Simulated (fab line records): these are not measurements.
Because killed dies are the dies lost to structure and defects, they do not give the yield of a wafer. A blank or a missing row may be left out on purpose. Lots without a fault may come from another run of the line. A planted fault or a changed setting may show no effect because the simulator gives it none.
Matching of chambers + flow n5-finfet + N5_BEOL_M0_STRIP_140 on rie-diel-02 has 4 sister chambers
The step strips in CF4. 4 wafers are shown with their chamber, then 9 later ones without.

EACH WAFER AND ITS CHAMBER
| wafer  | chamber | throttle-valve-pct (%) |
|--------|---------|------------------------|
| L087.4 | 0       | 13.30                  |
| L087.5 | 2       | 13.11                  |
| L090.1 | 1       | 14.08                  |
| L090.5 | 3       | 13.10                  |

WAFERS WITH NO CHAMBER GIVEN
| wafer  | throttle-valve-pct (%) |
|--------|------------------------|
| L091.1 | 14.09                  |
| L091.4 | 13.14                  |
| L091.5 | 13.14                  |
| L094.2 | 14.12                  |
| L094.3 | 13.15                  |
| L094.4 | 13.30                  |
| L095.3 | 13.33                  |
| L095.5 | 13.32                  |
| L095.6 | 13.13                  |

WHICH CHAMBER EACH WENT THROUGH
| wafer  | from the rows above     | in truth |
|--------|-------------------------|----------|
| L091.1 | 1                       | 1        |
| L091.4 | can't be placed: 2 or 3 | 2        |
| L091.5 | can't be placed: 2 or 3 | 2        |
| L094.2 | 1                       | 1        |
| L094.3 | can't be placed: 2 or 3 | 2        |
| L094.4 | 0                       | 0        |
| L095.3 | 0                       | 0        |
| L095.5 | 0                       | 0        |
| L095.6 | can't be placed: 2 or 3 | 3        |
Correctly placed: 5 of 9. These rows do not allow placing 4 (true chamber among the candidates in 4). Number placed wrongly: 0.
How it was worked out, from the rows above alone: a wafer's distance from a chamber is the root of the sum, over the readings, of the square of ((its reading less the chamber's mean) divided by the reading's scatter). If the next closest chamber is less than 2 further off than the closest, the wafer can't be placed; otherwise it belongs to the closest. Each chamber's mean is taken over the wafers shown for it. The scatter: root of mean squared gap, hidden wafer to nearest shown wafer, with one shown wafer a chamber.
